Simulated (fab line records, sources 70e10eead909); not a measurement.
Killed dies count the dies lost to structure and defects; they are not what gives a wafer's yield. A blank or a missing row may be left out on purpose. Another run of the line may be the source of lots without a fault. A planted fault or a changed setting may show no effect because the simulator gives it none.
Problem report in the 8D (eight disciplines) form, filled by code -- flow nandHarc -- the parts of the form that need people (team, actions taken, sign-off) are left out

## 1. THE PROBLEM
At NHARC_P_M2_INSPECT_27, rawDefectCount averages 4609 over 6 wafers from 2 lots, while fault-free wafers read 302, standard deviation 110. That puts it +39 standard deviations away from the usual mean.
First seen on wafer L395.2, day 8 04:44, on defectInspect-01. At this step, 42 wafers from 14 lots have a number in the record. Rule for "out", or "out of limits": more than 4 standard deviations from the usual mean. The other wafers with a number count as sound.

## 2. WHAT THIS IS AND IS NOT
question,is,is not
which readings at this step,rawDefectCount,-
which lots,"L395, L396","L391, L392, L394, L398, L404, L405, L407, L408, L409, L410, L412, L414"
which wafers of those lots,all that have a number,-
read on which gauges,"defectInspect-01, defectInspect-02",-
when,from day 8 04:44,"up to then (9 sound wafers); but 27 sound wafers of L398, L404, L405, L407, L408, L409, L410, L412, L414 came after"

## 3. WHAT RULES OUT EACH SUSPECT
Counting: any tool at a process step up to the reading is kept as a suspect provided that every lot that is out went through it and no sound lot did after the first of them.
- the gauge at NHARC_P_M2_INSPECT_27: ruled out. The wafers that are out were read on 2 gauges (defectInspect-01, defectInspect-02).
- cmp-03 at NHARC_P_M2_CMP_23 (polishes, t overpolish 20 s, target thk 144.3 nm): ruled out as a lasting fault. Sound lots L404, L408, L414 ran on it after its first lot that is out, L395 (day 8 04:16).
Left after counting: nothing in the record.

## 4. THE CAUSE (what the simulator had put in)
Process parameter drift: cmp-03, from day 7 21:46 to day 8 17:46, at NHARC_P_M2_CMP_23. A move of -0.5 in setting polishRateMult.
The count ruled it out by mistake, since the rule takes a fault to strike every lot its tool runs from the start of the fault on, and this one did not do so.

## 5. SEQUENCE OF EFFECTS, ordered by route
Each row: a reading where the mean over the struck wafers with a number is more than 3 standard deviations away from the usual. Only readings for which the record gives a usual standard deviation are gone through. hours: the time from each lot's start at the first step in this table that gives one to its start at this step, as a median over the lots. sigmas: the change in usual standard deviations.
hours,step,reading,usual,on struck wafers,change,sigmas
0,NHARC_P_M2_CMP_23,timeToEndpointS,27.9 s,37.4,+9.5,+3.4
0,NHARC_P_M2_INSPECT_27,rawDefectCount,302,4609,+4307,+39
It contains these process steps:
- NHARC_P_M2_CMP_23: polishes, t overpolish 20 s, target thk 144.3 nm.

## 6. WHAT WOULD HAVE CAUGHT IT SOONER
In this record the first reading out of limits at a measuring or inspecting step was taken at day 8 04:44, 7 hours after the fault began at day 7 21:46.
Tool readings at NHARC_P_M2_CMP_23 with a usual standard deviation given in the record: none out on any struck wafer, hence no alarm at a limit of 4 standard deviations on them.
